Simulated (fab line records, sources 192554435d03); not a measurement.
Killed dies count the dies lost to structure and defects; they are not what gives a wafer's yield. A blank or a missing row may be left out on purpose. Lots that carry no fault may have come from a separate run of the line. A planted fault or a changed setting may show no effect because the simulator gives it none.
Which tool is to blame? ; flow n5Finfet ; Sampling: 24 lots, 72 wafers, 6 of 1938 route steps

## WHAT THE GAUGES READ, wafer by wafer
N5_BEOL_M7_INSPECT_13: inspects for defects (brightfield). Usual: rawDefectCount at 385, with a standard deviation of 93.
lot;measured;on;rawDefectCount;flag
L074;day 8 19:45;defectInspect-01;271 235 306;
L075;day 9 04:34;defectInspect-01;255 291 293;
L076;day 9 21:56;defectInspect-02;659 570 578;
L077;day 10 06:35;defectInspect-01;282 448 411;
L080;day 10 09:02;defectInspect-01;251 260 305;
L079;day 10 09:47;defectInspect-01;490 553 445;
L078;day 10 12:58;defectInspect-01;450 424 356;
L081;day 10 21:26;defectInspect-02;429 370 392;
L083;day 11 04:10;defectInspect-01;326 363 324;
L082;day 11 06:36;defectInspect-01;446 374 439;
L084;day 11 14:16;defectInspect-01;283 279 347;
L085;day 11 14:35;defectInspect-02;419 510 471;
L086;day 12 07:43;defectInspect-02;330 474 353;
L087;day 12 11:16;defectInspect-02;400 313 320;
L088;day 12 15:07;defectInspect-02;437 349 355;
L089;day 12 15:19;defectInspect-02;460 406 376;
L091;day 12 19:44;defectInspect-02;494 454 432;
L090;day 13 00:29;defectInspect-01;424 292 401;
L092;day 13 10:51;defectInspect-01;319 282 284;
L093;day 13 21:29;defectInspect-01;527 278 261;
L095;day 14 03:16;defectInspect-02;563 454 627;
L094;day 14 20:31;defectInspect-02;291 249 424;
L096;day 15 00:26;defectInspect-01;425 396 438;
L097;day 15 04:08;defectInspect-01;338 419 288;

N5_BEOL_M7_OVL_MEAS_29. Usual: V6_OVL -0.4 nm, standard deviation 0.64.
lot;measured;on;V6_OVL (nm);flag
L074;day 8 23:18;overlay-02;-1.1 -1.2 -1.0;
L075;day 9 06:46;overlay-02;0.7 -0.2 0.1;
L076;day 10 00:32;overlay-02;-0.4 -0.1 -0.7;
L077;day 10 07:34;overlay-01;0.3 -0.3 0.7;
L080;day 10 09:52;overlay-01;-0.5 -1.7 -1.0;
L079;day 10 11:23;overlay-01;-1.2 -0.4 -0.1;
L078;day 10 16:10;overlay-01;-0.4 0.4 -0.3;
L081;day 11 00:26;overlay-02;-0.7 -0.7 -0.4;
L083;day 11 05:11;overlay-01;-0.5 0.0 0.1;
L082;day 11 07:38;overlay-01;0.0 0.1 -0.6;
L084;day 11 15:31;overlay-01;-0.2 1.0 -0.3;
L085;day 11 15:54;overlay-02;-0.5 -1.5 -0.5;
L086;day 12 10:44;overlay-01;-1.1 -0.3 -1.2;
L087;day 12 13:53;overlay-01;-0.6 0.0 0.4;
L088;day 12 16:14;overlay-02;0.5 -0.4 -0.3;
L089;day 12 18:52;overlay-02;-1.2 -1.7 -1.4;
L091;day 12 21:12;overlay-02;-0.5 -1.4 -0.5;
L090;day 13 02:40;overlay-02;-1.5 -0.6 -0.2;
L092;day 13 11:41;overlay-02;1.0 0.5 0.1;
L093;day 14 01:38;overlay-02;-0.1 0.4 -0.8;
L095;day 14 08:09;overlay-02;-0.2 -0.6 -0.7;
L094;day 14 22:49;overlay-02;-1.5 -0.4 -0.7;
L096;day 15 04:26;overlay-01;0.8 -0.3 -0.5;
L097;day 15 05:05;overlay-02;-0.4 -0.6 -0.9;

## WHICH TOOL RAN EACH LOT (tool, then ch and the chambers of the sampled wafers, then the start)
lot;N5_BEOL_M6_TRENCH_ETCH_37;N5_BEOL_M7_HM_DEP_02;N5_BEOL_M7_HM_OPEN_17;N5_BEOL_M7_STRIP_19
L074;rieDiel-05 ch 0,1,3, day 8 19:12 or earlier;pvdSputter-02, day 8 19:12;rieMetal-01 ch 0,1, day 8 20:08;rieDiel-02 ch 1,2, day 8 20:17
L075;rieDiel-06 ch 2,3, day 9 04:01 or earlier;pvdSputter-03, day 9 04:01;rieMetal-02 ch 0,1, day 9 05:06;rieDiel-02 ch 1,2,3, day 9 05:14
L076;rieDiel-05 ch 0,3, day 9 21:23 or earlier;pvdSputter-02, day 9 21:23;rieMetal-02 ch 0,1, day 9 22:14;rieDiel-03 ch 1,2,3, day 9 22:21
L077;rieDiel-01 ch 0,1,2, day 10 06:02 or earlier;pvdSputter-01, day 10 06:02;rieMetal-02 ch 0,1, day 10 06:53;rieDiel-03 ch 0,1,2, day 10 07:00
L080;rieDiel-01 ch 0,1,2, day 10 08:37 or earlier;pvdSputter-03, day 10 08:37;rieMetal-02 ch 0,1, day 10 09:21;rieDiel-04 ch 0,1,3, day 10 09:28
L079;rieDiel-05 ch 0,3, day 10 09:14 or earlier;pvdSputter-02, day 10 09:14;rieMetal-02 ch 0,1, day 10 10:06;rieDiel-02 ch 1,2,3, day 10 10:20
L078;rieDiel-01 ch 0,3, day 10 12:31 or earlier;pvdSputter-01, day 10 12:31;rieMetal-02 ch 0,1, day 10 13:16;rieDiel-03 ch 1,2,3, day 10 13:23
L081;rieDiel-01 ch 1,2, day 10 20:43 or earlier;pvdSputter-03, day 10 20:43;rieMetal-03 ch 1, day 10 22:16;rieDiel-03 ch 2,3, day 10 22:31
L083;rieDiel-01 ch 1,3, day 11 03:35 or earlier;pvdSputter-03, day 11 03:35;rieMetal-01 ch 0,1, day 11 04:30;rieDiel-02 ch 0,3, day 11 04:35
L082;rieDiel-06 ch 1,3, day 11 06:03 or earlier;pvdSputter-02, day 11 06:03;rieMetal-03 ch 0,1, day 11 06:55;rieDiel-03 ch 0,2,3, day 11 07:03
L084;rieDiel-05 ch 0,2, day 11 13:43 or earlier;pvdSputter-03, day 11 13:43;rieMetal-03 ch 0,1, day 11 14:52;rieDiel-02 ch 0,1,3, day 11 15:07
L085;rieDiel-06 ch 0,2,3, day 11 14:01 or earlier;pvdSputter-03, day 11 14:01;rieMetal-02 ch 0,1, day 11 15:11;rieDiel-04 ch 0,2,3, day 11 15:19
L086;rieDiel-06 ch 0,1, day 12 07:10 or earlier;pvdSputter-01, day 12 07:10;rieMetal-03 ch 0,1, day 12 08:02;rieDiel-04 ch 0,1,3, day 12 08:08
L087;rieDiel-05 ch 1,3, day 12 10:43 or earlier;pvdSputter-03, day 12 10:43;rieMetal-03 ch 1, day 12 12:37;rieDiel-03 ch 0,2,3, day 12 12:53
L088;rieDiel-01 ch 0,1, day 12 14:33 or earlier;pvdSputter-02, day 12 14:33;rieMetal-03 ch 0,1, day 12 15:25;rieDiel-02 ch 2,3, day 12 15:41
L089;rieDiel-06 ch 1,2, day 12 14:45 or earlier;pvdSputter-02, day 12 14:45;rieMetal-01 ch 0,1, day 12 15:40;rieDiel-03 ch 1,2,3, day 12 16:01
L091;rieDiel-06 ch 1,2,3, day 12 19:18 or earlier;pvdSputter-02, day 12 19:18;rieMetal-02 ch 0,1, day 12 20:31;rieDiel-02 ch 0,1,3, day 12 20:35
L090;rieDiel-01 ch 0,3, day 12 23:55 or earlier;pvdSputter-02, day 12 23:55;rieMetal-02 ch 0,1, day 13 01:01;rieDiel-02 ch 0,2, day 13 01:07
L092;rieDiel-05 ch 0,2,3, day 13 10:17 or earlier;pvdSputter-03, day 13 10:17;rieMetal-02 ch 0,1, day 13 11:10;rieDiel-02 ch 0,1,3, day 13 11:16
L093;rieDiel-06 ch 0,3, day 13 20:55 or earlier;pvdSputter-02, day 13 20:55;rieMetal-03 ch 0,1, day 13 22:19;rieDiel-02 ch 1,3, day 13 22:30
L095;rieDiel-01 ch 0,1,3, day 14 02:43 or earlier;pvdSputter-02, day 14 02:43;rieMetal-01 ch 1, day 14 04:17;rieDiel-02 ch 0,1,2, day 14 04:37
L094;rieDiel-05 ch 0,3, day 14 19:58 or earlier;pvdSputter-02, day 14 19:58;rieMetal-03 ch 0, day 14 20:50;rieDiel-03 ch 0,1,3, day 14 21:00
L096;rieDiel-05 ch 1,3, day 14 23:53 or earlier;pvdSputter-01, day 14 23:53;rieMetal-01 ch 0,1, day 15 00:46;rieDiel-03 ch 0,1,3, day 15 00:53
L097;rieDiel-01 ch 0,2,3, day 15 03:35 or earlier;pvdSputter-02, day 15 03:35;rieMetal-02 ch 0,1, day 15 04:29;rieDiel-03 ch 1,3, day 15 04:41
- N5_BEOL_M6_TRENCH_ETCH_37: etches SiCOH lowk in C4F6/O2, target depth 94.435 nm, time 31.5 s.
- N5_BEOL_M7_HM_DEP_02: deposits TiN, target thk 20 nm.
- N5_BEOL_M7_HM_OPEN_17: chemistry Cl2/BCl3, target TiN, target depth 20 nm, overetch 6 nm.
- N5_BEOL_M7_STRIP_19: strips in O2.

## WHAT THE TOOLS THEMSELVES READ (means of the sampled wafers that have a number; where no wafer has one, the mark that the record gives instead)
N5_BEOL_M6_TRENCH_ETCH_37. Usual: drypumpMotorCurrentA 5.7 A, standard deviation 0.44; oesProductAu 0.78 a.u., standard deviation 0.099; rfVppV 664 V, standard deviation 11; showerheadPlenumPTorr 2.85 Torr, standard deviation 0.12; throttleValvePct 20.94 %, standard deviation 0.19.
lot;tool;drypumpMotorCurrentA (A);oesProductAu (a.u.);rfVppV (V);showerheadPlenumPTorr (Torr);throttleValvePct (%);flag
L074;rieDiel-05;5.7;0.82;655;2.84;21.09;
L075;rieDiel-06;5.6;0.73;671;2.78;20.92;
L076;rieDiel-05;5.2;0.74;654;2.69;21.14;
L077;rieDiel-01;6.0;0.72;658;2.86;20.90;
L080;rieDiel-01;6.0;0.71;657;2.86;20.90;
L079;rieDiel-05;5.2;0.72;652;2.76;21.11;
L078;rieDiel-01;5.4;0.76;663;2.85;20.81;
L081;rieDiel-01;6.2;0.68;653;2.84;21.03;
L083;rieDiel-01;5.6;0.70;662;2.81;21.03;
L082;rieDiel-06;5.8;0.89;670;2.87;20.96;
L084;rieDiel-05;5.4;0.87;677;2.90;20.83;
L085;rieDiel-06;5.8;0.72;669;2.86;20.95;
L086;rieDiel-06;5.8;0.86;665;2.85;20.94;
L087;rieDiel-05;6.1;0.83;656;2.96;21.10;
L088;rieDiel-01;5.7;0.73;655;2.84;20.89;
L089;rieDiel-06;5.7;0.76;667;2.72;20.93;
L091;rieDiel-06;5.7;0.78;671;2.82;20.97;
L090;rieDiel-01;5.4;0.83;664;2.84;20.73;
L092;rieDiel-05;5.3;0.77;666;2.82;21.00;
L093;rieDiel-06;5.9;0.73;665;2.94;20.99;
L095;rieDiel-01;5.6;0.79;659;2.82;20.86;
L094;rieDiel-05;5.2;0.89;652;2.75;20.89;
L096;rieDiel-05;6.1;0.90;656;2.95;21.00;
L097;rieDiel-01;5.7;0.84;665;2.85;20.66;

N5_BEOL_M7_HM_DEP_02. Usual: throttleValvePct at 30.1 %, with a standard deviation of 1.5.
lot;tool;throttleValvePct (%);flag
L074;pvdSputter-02;31.4;
L075;pvdSputter-03;29.4;
L076;pvdSputter-02;30.7;
L077;pvdSputter-01;29.7;
L080;pvdSputter-03;29.1;
L079;pvdSputter-02;30.1;
L078;pvdSputter-01;29.8;
L081;pvdSputter-03;30.7;
L083;pvdSputter-03;30.3;
L082;pvdSputter-02;30.9;
L084;pvdSputter-03;31.2;
L085;pvdSputter-03;30.4;
L086;pvdSputter-01;29.7;
L087;pvdSputter-03;31.4;
L088;pvdSputter-02;30.1;
L089;pvdSputter-02;29.6;
L091;pvdSputter-02;30.7;
L090;pvdSputter-02;32.0;
L092;pvdSputter-03;29.1;
L093;pvdSputter-02;29.5;
L095;pvdSputter-02;31.4;
L094;pvdSputter-02;30.9;
L096;pvdSputter-01;29.5;
L097;pvdSputter-02;30.7;

N5_BEOL_M7_HM_OPEN_17. Usual: drypumpMotorCurrentA 5.3 A, standard deviation 0.33; heBacksideLeakSccm 3.38 sccm, standard deviation 0.21; oesProductAu 0.71 a.u., standard deviation 0.078; throttleValvePct 22.2 %, standard deviation 0.37.
lot;tool;drypumpMotorCurrentA (A);heBacksideLeakSccm (sccm);oesProductAu (a.u.);throttleValvePct (%);flag
L074;rieMetal-01;5.4;3.45;0.66;22.0;
L075;rieMetal-02;5.4;3.58;0.75;21.9;
L076;rieMetal-02;5.4;3.56;0.75;21.8;
L077;rieMetal-02;5.4;3.56;0.74;21.9;
L080;rieMetal-02;5.2;3.59;0.78;22.1;
L079;rieMetal-02;5.2;3.48;0.77;22.1;
L078;rieMetal-02;5.4;3.58;0.73;21.9;
L081;rieMetal-03;4.9;3.21;0.79;22.5;
L083;rieMetal-01;5.6;3.42;0.61;22.1;
L082;rieMetal-03;5.2;3.15;0.66;22.5;
L084;rieMetal-03;5.2;3.14;0.67;22.4;
L085;rieMetal-02;5.4;3.49;0.74;21.9;
L086;rieMetal-03;5.1;3.18;0.71;22.5;
L087;rieMetal-03;4.9;3.09;0.78;22.5;
L088;rieMetal-03;5.2;3.07;0.65;22.5;
L089;rieMetal-01;5.6;3.55;0.60;22.1;
L091;rieMetal-02;5.2;3.54;0.76;22.1;
L090;rieMetal-02;5.2;3.61;0.74;22.1;
L092;rieMetal-02;5.4;3.51;0.72;21.9;
L093;rieMetal-03;5.1;3.06;0.71;22.5;
L095;rieMetal-01;5.2;3.22;0.67;21.9;
L094;rieMetal-03;5.4;3.20;0.60;22.5;
L096;rieMetal-01;5.4;3.44;0.73;22.0;
L097;rieMetal-02;5.2;3.56;0.73;22.1;

N5_BEOL_M7_STRIP_19. Usual: drypumpMotorCurrentA 5.8 A, standard deviation 0.55; oesProductAu 0.79 a.u., standard deviation 0.074; rfVppV 3.6 V, standard deviation 0.6; showerheadPlenumPTorr 2.12 Torr, standard deviation 0.069; throttleValvePct 16.6 %, standard deviation 0.33.
lot;tool;drypumpMotorCurrentA (A);oesProductAu (a.u.);rfVppV (V);showerheadPlenumPTorr (Torr);throttleValvePct (%);flag
L074;rieDiel-02;5.8;0.87;4.1;2.11;16.1;
L075;rieDiel-02;6.2;0.88;3.6;2.15;16.2;
L076;rieDiel-03;5.5;0.80;3.1;2.12;16.7;
L077;rieDiel-03;5.6;0.76;4.5;2.07;16.8;
L080;rieDiel-04;5.9;0.81;3.1;2.13;16.5;
L079;rieDiel-02;6.2;0.87;3.5;2.15;16.2;
L078;rieDiel-03;5.5;0.80;3.8;2.12;16.7;
L081;rieDiel-03;5.4;0.82;3.1;2.19;16.6;
L083;rieDiel-02;6.1;0.82;4.0;2.17;16.7;
L082;rieDiel-03;5.5;0.78;3.3;2.14;16.7;
L084;rieDiel-02;5.7;0.80;3.7;2.12;16.6;
L085;rieDiel-04;5.7;0.78;3.4;2.14;16.7;
L086;rieDiel-04;5.9;0.78;3.7;2.13;16.5;
L087;rieDiel-03;5.5;0.79;4.1;2.14;16.7;
L088;rieDiel-02;6.6;0.86;3.5;2.14;16.3;
L089;rieDiel-03;5.6;0.78;3.5;2.11;16.7;
L091;rieDiel-02;5.7;0.79;3.8;2.12;16.7;
L090;rieDiel-02;6.1;0.80;3.6;2.09;16.4;
L092;rieDiel-02;5.7;0.77;3.5;2.12;16.7;
L093;rieDiel-02;6.2;0.83;4.0;2.17;16.5;
L095;rieDiel-02;5.7;0.77;4.1;2.09;16.5;
L094;rieDiel-03;5.8;0.75;3.4;2.09;16.7;
L096;rieDiel-03;5.8;0.75;3.6;2.09;16.7;
L097;rieDiel-03;5.9;0.74;3.6;2.06;16.8;

## THE ANSWER, worked out from the rows above alone
Rule: a lot is off if the mean of its wafers that have a number lies more than 3 standard deviations from the usual mean. A lot without any number at a reading at which 4 lots or more have one is off too. All remaining lots with rows at the step are treated as sound. Order of review: gauges by route order, followed by the tools' own readings, for which a lot's mean as printed above is used. The first step at which some lot is off is used, and at that step the reading that is off furthest; a lot without a number counts as furthest.
None of the lots is off at any reading shown; this tells nothing.

## WHAT WAS PUT IN BY THE SIMULATOR
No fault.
